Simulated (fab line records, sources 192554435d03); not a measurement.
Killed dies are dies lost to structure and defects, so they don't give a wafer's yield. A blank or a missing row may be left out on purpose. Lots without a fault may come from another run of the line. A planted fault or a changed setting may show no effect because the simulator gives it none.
A struck lot beside a sound one | flow n5_finfet | 36 steps out of a route of 1938
Sound: wafers L233.2, L233.5, L233.6. Struck: wafer L237.5. (L237.2, L237.6 of the same lot were not struck and are left out.) The cause comes at the end.
At each step with rows: each side's tool, then ch and its chambers, then its first start. Under that, the readings that differ: sound wafers | struck wafers | difference of the means | sigmas: that difference in standard deviations of wafers without a fault.
alike: readings whose means differ by less than 2 such deviations, and words and numbers that are the same on both sides. not compared: withheld readings, readings that some wafer has no value for, bounds like >300 that may hide the same value, and numbers for which the record gives no deviation and whose values overlap.
The two part at a step that has a row with sigmas, a row that says differs or no value, or rows on one side only. Numbers that don't overlap but have no deviation are shown without sigmas and don't part them. A reading that every wafer of one side lacks parts them only if that side has two wafers or more.

first, 9 steps without rows for these wafers: N5_PMOS_HMC_CHANNEL_EPI_HM_DEP_34 (deposits SiO2 from TEOS/O2, target thk 36 nm, time 6.9 s); N5_PMOS_HMC_CHANNEL_EPI_COAT_31 (time 60 s, resist thk 66 nm); N5_PMOS_HMC_CHANNEL_EPI_COAT_03 (resist thk 205 nm); N5_PMOS_HMC_CHANNEL_EPI_EBR_05; N5_PMOS_HMC_CHANNEL_EPI_SOFTBAKE_04 (time 60 s); N5_PMOS_HMC_CHANNEL_EPI_EXPOSE_06 (exposes mask PMOS HMC BLK, target cd 240 nm); N5_PMOS_HMC_CHANNEL_EPI_PEB_07 (peb time 60 s); N5_PMOS_HMC_CHANNEL_EPI_DEVELOP_08 (develop time 30 s); N5_PMOS_HMC_CHANNEL_EPI_DESCUM_14 (chemistry O2, time 7.9 s).
N5_PMOS_HMC_CHANNEL_EPI_ETCH_32: etches BARC in N2/H2, stops on SiO2, target depth 85.8 nm, time 50.3 s.
  sound on rie_diel-01 ch 0,3, day 4 05:47; struck on rie_diel-01 ch 3, day 5 06:13
  alike: drypump_motor_current_A, oes_product_au, rf_vpp_V, showerhead_plenum_p_Torr, throttle_valve_pct
  not compared: rf_hours_counter_h
then, 25 steps without rows for these wafers: N5_PMOS_HMC_CHANNEL_EPI_HM_OPEN_15 (chemistry CHF3/O2, target SiO2, target depth 40.6 nm, time 20.3 s); N5_PMOS_HMC_CHANNEL_EPI_STRIP_33 (strips in N2/H2); N5_PMOS_HMC_CHANNEL_EPI_STRIP_17 (strips in SPM, time 750 s); N5_PMOS_HMC_CHANNEL_EPI_ETCH_38 (etches SiO2 in CF4, target depth 1.5 nm); N5_PMOS_HMC_CHANNEL_EPI_FIN_RECESS_16 (chemistry HBr/Cl2, target Si, target depth 54 nm, time 18 s); N5_PMOS_HMC_CHANNEL_EPI_PRECLEAN_36 (cleans in O3/DIW, time 45 s); N5_PMOS_HMC_CHANNEL_EPI_PRECLEAN_18 (cleans in DHF, time 30 s); N5_PMOS_HMC_CHANNEL_EPI_SRD_19 (time 30 s); N5_PMOS_HMC_CHANNEL_EPI_EPI_20 (deposits SiGe30, target thk 59 nm); N5_PMOS_HMC_CHANNEL_EPI_HM_STRIP_35 (strips SiO2 in dHF, material SiO2, target depth 39.6 nm, time 216 s); N5_PMOS_HMC_CHANNEL_EPI_SRD_39 (time 30 s); N5_PMOS_HMC_CHANNEL_EPI_CMP_21 (polishes SiGe30, target thk 54 nm); N5_PMOS_HMC_CHANNEL_EPI_PRECLEAN_40 (cleans in DHF, time 30 s); N5_PMOS_HMC_CHANNEL_EPI_PRECLEAN_37 (cleans in O3/DIW, time 45 s); N5_PMOS_HMC_CHANNEL_EPI_PRECLEAN_24 (cleans in DHF, time 30 s); N5_PMOS_HMC_CHANNEL_EPI_SRD_25 (time 30 s); N5_PMOS_HMC_CHANNEL_EPI_EPI_26 (deposits Si from SiH4/H2, target thk 3.8 nm, time 22.7 s); N5_FIN_SAQP_PRECLEAN_42 (cleans in O3/DIW, time 60 s); N5_FIN_SAQP_PRECLEAN_00 (cleans in SC1, time 60 s); N5_FIN_SAQP_PRECLEAN_44 (cleans in SC2, time 45 s); N5_FIN_SAQP_SRD_01 (time 30 s); N5_FIN_SAQP_ALD_61 (deposits SiO2, target thk 4 nm, pulse time 1 s, purge time 2 s); N5_FIN_SAQP_DENSIFY_62 (time 60 s); N5_FIN_SAQP_HM_DEP_03 (deposits SiNx from SiH4/NH3/N2, target thk 38 nm, time 33.6 s); N5_FIN_SAQP_PECVD_47 (deposits a-Si from SiH4/He, target thk 45 nm, time 36.3 s).
-- the record jumps here: 11 days lie between the struck wafers' starts before and after (it left off in module FIN_SAQP and takes up again in module PASSIVATION, whose first step shown is number 1936 of the route) --
N5_PASSIVATION_PROBE_49:
  sound on prober-02, day 15 05:52; struck on prober-02, day 16 06:52
  reading             | sound     | struck | difference | sigmas
  killed_at_front_end | 32 44 54  | 170    | +127       | +12
  killed_dies         | 83 103 96 | 220    | +126       | +7
  alike: killed_at_M0_to_M3, killed_at_M4_up, killed_at_contacts, killed_at_other, killed_on_rim, killed_open, killed_short

WHERE THEY PART
Only at N5_PASSIVATION_PROBE_49, within this record.

WHY: what the simulator had put in
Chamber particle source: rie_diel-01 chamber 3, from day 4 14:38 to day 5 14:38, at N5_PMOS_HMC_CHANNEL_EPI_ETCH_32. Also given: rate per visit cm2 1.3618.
